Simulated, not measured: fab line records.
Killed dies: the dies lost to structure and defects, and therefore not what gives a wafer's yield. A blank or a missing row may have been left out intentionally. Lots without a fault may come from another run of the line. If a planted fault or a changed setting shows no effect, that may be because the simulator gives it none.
Matching of chambers    flow n5 finfet    rie diel-04 running N5_BEOL_M8_DESCUM_16: 4 sister chambers
The step chemistry O2, time 7.9 s. 14 wafers are shown with their chamber, then 7 later ones without.

## WAFERS PAIRED WITH THEIR CHAMBERS
wafer   chamber  showerhead plenum p Torr (Torr)  throttle valve pct (%)  oes product au (a.u.)
L077.2  2        2.04                             20.47                   0.69
L077.3  1        2.13                             20.27                   0.87
L077.6  3        2.16                             20.56                   0.70
L081.3  2        2.03                             20.14                   1.00
L081.4  3        2.16                             20.59                   0.70
L081.6  3        2.16                             20.59                   0.70
L087.3  3        2.15                             20.61                   0.69
L087.4  2        2.03                             20.13                   0.96
L087.5  0        2.03                             19.82                   0.89
L093.2  2        2.03                             20.18                   0.93
L093.4  1        2.12                             20.33                   0.82
L093.6  0        2.03                             19.84                   0.85
L091.3  3        2.15                             20.61                   0.68
L091.5  3        2.15                             20.62                   0.69

SIGNATURES (averages over the wafers above)
reading                   chamber 0  chamber 1  chamber 2  chamber 3  scatter within a chamber
showerhead plenum p Torr  2.0300     2.1250     2.0325     2.1550     0.00524
throttle valve pct        19.8300    20.3000    20.2300    20.5967    0.0908
oes product au            0.8700     0.8450     0.8950     0.6933     0.078
Rule: a wafer's distance from a chamber is the root of the sum, over the readings, of the square of ((its reading less the chamber's mean) divided by the reading's scatter). The wafer belongs to the nearest chamber; if the next one is less than 2 further off, it can't be placed. How the scatter is found: for the shown wafers, subtract from each reading the mean of its chamber, square and add these, divide the total by (wafers less chambers), then take the root.

## WAFERS MISSING THEIR CHAMBER
wafer   showerhead plenum p Torr (Torr)  throttle valve pct (%)  oes product au (a.u.)
L091.6  2.03                             19.84                   0.84
L095.1  2.02                             19.85                   0.84
L095.3  2.11                             20.36                   0.81
L095.6  2.02                             20.19                   0.91
L097.1  2.02                             20.20                   0.91
L097.3  2.02                             20.17                   0.91
L097.6  2.02                             20.19                   0.91

## EACH ONE'S CHAMBER
wafer   from the rows above      in truth
L091.6  0                        0
L095.1  0                        0
L095.3  1                        1
L095.6  can't be placed: 2 or 0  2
L097.1  2                        2
L097.3  can't be placed: 2 or 0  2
L097.6  can't be placed: 2 or 0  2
Correct placement for 4 of the 7. Can't be placed from these rows: 3 (the true chamber is among the candidates in 3). Placed wrongly: 0.
